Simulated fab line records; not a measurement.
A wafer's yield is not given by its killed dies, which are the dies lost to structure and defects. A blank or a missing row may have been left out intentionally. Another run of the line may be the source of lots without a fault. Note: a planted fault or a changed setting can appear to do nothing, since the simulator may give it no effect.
Chamber matching	flow n5 finfet	N5_FIN_SAQP_HM_DEP_72 on pecvd-04 has 3 sister chambers
The step deposits SiO2 from SiH4/N2O, target thk 12 nm, time 7.2 s. 3 wafers are shown with their chamber, then 11 later ones without.

## EACH WAFER AND ITS CHAMBER
wafer	chamber	showerhead plenum p Torr (Torr)
L084.5	2	8.20
L091.6	0	8.04
L092.3	1	7.88

## WAFERS WITH NO CHAMBER GIVEN
wafer	showerhead plenum p Torr (Torr)
L092.5	8.21
L092.6	7.90
L094.1	7.90
L094.3	8.02
L094.4	8.20
L095.1	7.88
L095.3	8.03
L095.6	7.90
L096.1	8.02
L096.5	8.02
L096.6	7.89

## THE CHAMBER EACH PASSED THROUGH
wafer	from the rows above	in truth
L092.5	2	2
L092.6	1	1
L094.1	1	1
L094.3	0	0
L094.4	2	2
L095.1	1	1
L095.3	0	0
L095.6	1	1
L096.1	0	0
L096.5	0	0
L096.6	1	1
Correct placement for 11 of the 11. Not placeable from these rows: 0. Wrongly placed: 0.
How it was worked out, from the rows above alone: a wafer's distance from a chamber is the root of the sum, over the readings, of the square of ((its reading less the chamber's mean) divided by the reading's scatter). The wafer belongs to the nearest chamber; if the next one is less than 2 further off, it can't be placed. The mean given for a chamber averages the wafers shown for that chamber. The scatter: root of mean squared gap, hidden wafer to nearest shown wafer, with one shown wafer a chamber.
